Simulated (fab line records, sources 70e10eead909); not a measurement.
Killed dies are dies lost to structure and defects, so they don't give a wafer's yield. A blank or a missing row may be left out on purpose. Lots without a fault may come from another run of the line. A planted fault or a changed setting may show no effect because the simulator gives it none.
Which tool did it? | flow nand_harc | 14 lots, 40 wafers sampled, at 4 steps of a route of 1302

WHAT THE GAUGES READ, wafer by wafer
The record holds no reading of a measuring or inspecting step that can be judged against a usual standard deviation.

WHICH TOOL RAN EACH LOT (tool, then ch and the chambers of the sampled wafers, then the start)
lot  | NHARC_A_WL_FILL_CMP_12        | NHARC_A_CONTACT_DEP_24          | NHARC_A_CONTACT_DEP_28        | NHARC_A_CONTACT_DEP_29
L679 | cmp-03 ch 0,1,2, day 20 21:08 | pecvd-04 ch 0,1,2, day 20 21:41 | acl_dep-03 ch 0, day 20 22:35 | pecvd-03 ch 0,1,2, day 21 02:52
L678 | cmp-04 ch 0,1,2, day 21 11:38 | pecvd-04 ch 0,1,2, day 21 12:10 | acl_dep-03 ch 0, day 21 17:41 | pecvd-04 ch 1,2, day 21 22:00
L680 | cmp-03 ch 1,2, day 21 21:42   | pecvd-03 ch 0,1,2, day 21 22:12 | acl_dep-03 ch 0, day 21 23:31 | pecvd-03 ch 0,1,2, day 22 03:07
L681 | cmp-01 ch 0,3, day 22 05:52   | pecvd-04 ch 1,2, day 22 06:27   | acl_dep-03 ch 0, day 22 07:41 | pecvd-01 ch 0,2, day 22 11:13
L682 | cmp-01 ch 1,3, day 22 15:11   | pecvd-01 ch 0,1, day 22 15:45   | acl_dep-03 ch 0, day 22 21:35 | pecvd-04 ch 0,1, day 23 00:28
L683 | cmp-01 ch 3, day 22 15:26     | pecvd-04 ch 0,1, day 22 16:06   | acl_dep-02 ch 0, day 22 21:52 | pecvd-01 ch 0,2, day 23 01:29
L685 | cmp-04 ch 1,2,3, day 24 05:43 | pecvd-04 ch 0,1,2, day 24 06:19 | acl_dep-03 ch 0, day 24 06:52 | pecvd-03 ch 1,2, day 24 11:09
L693 | cmp-01 ch 0,1,3, day 27 00:34 | pecvd-01 ch 0,1,2, day 27 01:06 | acl_dep-03 ch 0, day 27 03:41 | pecvd-01 ch 0,1,2, day 27 07:53
L696 | cmp-01 ch 1,2,3, day 27 17:53 | pecvd-01 ch 1,2, day 27 18:31   | acl_dep-01 ch 0, day 27 18:59 | pecvd-01 ch 0,1, day 27 23:10
L694 | cmp-03 ch 0,2,3, day 27 20:29 | pecvd-03 ch 0,2, day 27 21:09   | acl_dep-02 ch 0, day 27 23:08 | pecvd-03 ch 0,1,2, day 28 03:20
L697 | cmp-01 ch 0,1,2, day 29 13:11 | pecvd-03 ch 0,2, day 29 13:43   | acl_dep-03 ch 0, day 29 14:19 | pecvd-04 ch 0,2, day 29 18:37
L698 | cmp-03 ch 0,2,3, day 29 21:31 | pecvd-01 ch 1,2, day 29 22:07   | acl_dep-01 ch 0, day 30 00:01 | pecvd-04 ch 0,1,2, day 30 04:20
L701 | cmp-01 ch 0,1,3, day 29 21:32 | pecvd-04 ch 0,1,2, day 29 22:02 | acl_dep-02 ch 0, day 30 00:43 | pecvd-01 ch 0,1,2, day 30 03:38
L700 | cmp-01 ch 1,2,3, day 30 12:50 | pecvd-04 ch 0,1, day 30 13:20   | acl_dep-02 ch 0, day 30 18:02 | pecvd-01 ch 0,1,2, day 30 22:19
- NHARC_A_WL_FILL_CMP_12: polishes, t overpolish 30 s, target thk 100 nm.
- NHARC_A_CONTACT_DEP_24: deposits SiO2, target thk 500 nm.
- NHARC_A_CONTACT_DEP_28: deposits aC, target thk 7000 nm.
- NHARC_A_CONTACT_DEP_29: deposits SiON, target thk 100 nm.

WHAT THE TOOLS THEMSELVES READ (means of the sampled wafers that have a number; where no wafer has one, the mark that the record gives instead)
NHARC_A_WL_FILL_CMP_12.
lot  | tool   | motor_current_A (A) | overpolish_run_s (s) | slurry_flow_ml_min | time_to_endpoint_s (s)
L679 | cmp-03 | 11.4                | 29.994               | 149.5              | 17
L678 | cmp-04 | 11.8                | 29.998               | 149.9              | 17
L680 | cmp-03 | 11.4                | 30.006               | 149.8              | 18
L681 | cmp-01 | 13.2                | 30.004               | 150.2              | 19
L682 | cmp-01 | 12.9                | 28.459               | 150.1              | 36
L683 | cmp-01 | 11.1                | 27.142               | 150.2              | 38
L685 | cmp-04 | 12.9                | 29.989               | 150.7              | 20
L693 | cmp-01 | 13.3                | 29.997               | 149.9              | 20
L696 | cmp-01 | 11.8                | 29.991               | 150.1              | 21
L694 | cmp-03 | 10.7                | 30.005               | 150.2              | 20
L697 | cmp-01 | 13.2                | 29.995               | 149.8              | 17
L698 | cmp-03 | 11.1                | 30.003               | 149.4              | 21
L701 | cmp-01 | 13.5                | 29.998               | 150.2              | 19
L700 | cmp-01 | 12.5                | 29.988               | 150.3              | 20

NHARC_A_CONTACT_DEP_24.
lot  | tool     | chamber_pressure_Torr (Torr) | heater_power_w (W) | throttle_valve_pct (%)
L679 | pecvd-04 | 6.497                        | 579                | 15.9
L678 | pecvd-04 | 6.500                        | 569                | 16.1
L680 | pecvd-03 | 6.505                        | 559                | 16.3
L681 | pecvd-04 | 6.490                        | 613                | 16.3
L682 | pecvd-01 | 6.506                        | 520                | 15.3
L683 | pecvd-04 | 6.486                        | 546                | 16.3
L685 | pecvd-04 | 6.509                        | 521                | 16.1
L693 | pecvd-01 | 6.503                        | 604                | 15.8
L696 | pecvd-01 | 6.496                        | 636                | 15.9
L694 | pecvd-03 | 6.507                        | 571                | 15.6
L697 | pecvd-03 | 6.493                        | 538                | 15.8
L698 | pecvd-01 | 6.514                        | 610                | 15.9
L701 | pecvd-04 | 6.490                        | 527                | 15.9
L700 | pecvd-04 | 6.506                        | 526                | 16.2

NHARC_A_CONTACT_DEP_28.
lot  | tool       | throttle_valve_pct (%)
L679 | acl_dep-03 | 35.001
L678 | acl_dep-03 | 34.996
L680 | acl_dep-03 | 35.005
L681 | acl_dep-03 | 34.999
L682 | acl_dep-03 | 35.016
L683 | acl_dep-02 | 35.002
L685 | acl_dep-03 | 35.000
L693 | acl_dep-03 | 35.005
L696 | acl_dep-01 | 35.004
L694 | acl_dep-02 | 35.002
L697 | acl_dep-03 | 34.996
L698 | acl_dep-01 | 34.997
L701 | acl_dep-02 | 35.003
L700 | acl_dep-02 | 34.998

NHARC_A_CONTACT_DEP_29.
lot  | tool     | chamber_pressure_Torr (Torr) | heater_power_w (W)
L679 | pecvd-03 | 3.495                        | 694
L678 | pecvd-04 | 3.497                        | 761
L680 | pecvd-03 | 3.502                        | 736
L681 | pecvd-01 | 3.499                        | 838
L682 | pecvd-04 | 3.506                        | 708
L683 | pecvd-01 | 3.497                        | 825
L685 | pecvd-03 | 3.497                        | 650
L693 | pecvd-01 | 3.499                        | 803
L696 | pecvd-01 | 3.497                        | 715
L694 | pecvd-03 | 3.503                        | 721
L697 | pecvd-04 | 3.504                        | 694
L698 | pecvd-04 | 3.493                        | 735
L701 | pecvd-01 | 3.497                        | 833
L700 | pecvd-01 | 3.499                        | 845

THE ANSWER, worked out from the rows above alone
Rule: what is usual is taken from the lots themselves. Put in order of their means at a reading, lots are off if they are a third of the lots or fewer, leave a main group of 4 or more, and stand apart from it by a gap of 3 or more times the standard deviation of the main group's means; of several such gaps the widest counts. A main group whose means are all the same, to the digits that the tables above print for the reading, isn't used. A lot without any number at a reading at which 4 lots or more have one is off too. The other lots that the step has rows for count as sound. The gauges are gone through in route order, then the tools' own readings, and for those a lot's mean is taken as printed above. The first step at which some lot is off is used, and at that step the reading that is off furthest; a lot without a number counts as furthest.
Off: L682, L683, at NHARC_A_WL_FILL_CMP_12 (overpolish_run_s). The main group: mean 29.997 s, standard deviation 0.0059.
A tool fits if, at that step or a process step before it, it ran every lot that is off, and no sound lot after the first of them. None of those tried fits.

WHAT THE SIMULATOR HAD PUT IN
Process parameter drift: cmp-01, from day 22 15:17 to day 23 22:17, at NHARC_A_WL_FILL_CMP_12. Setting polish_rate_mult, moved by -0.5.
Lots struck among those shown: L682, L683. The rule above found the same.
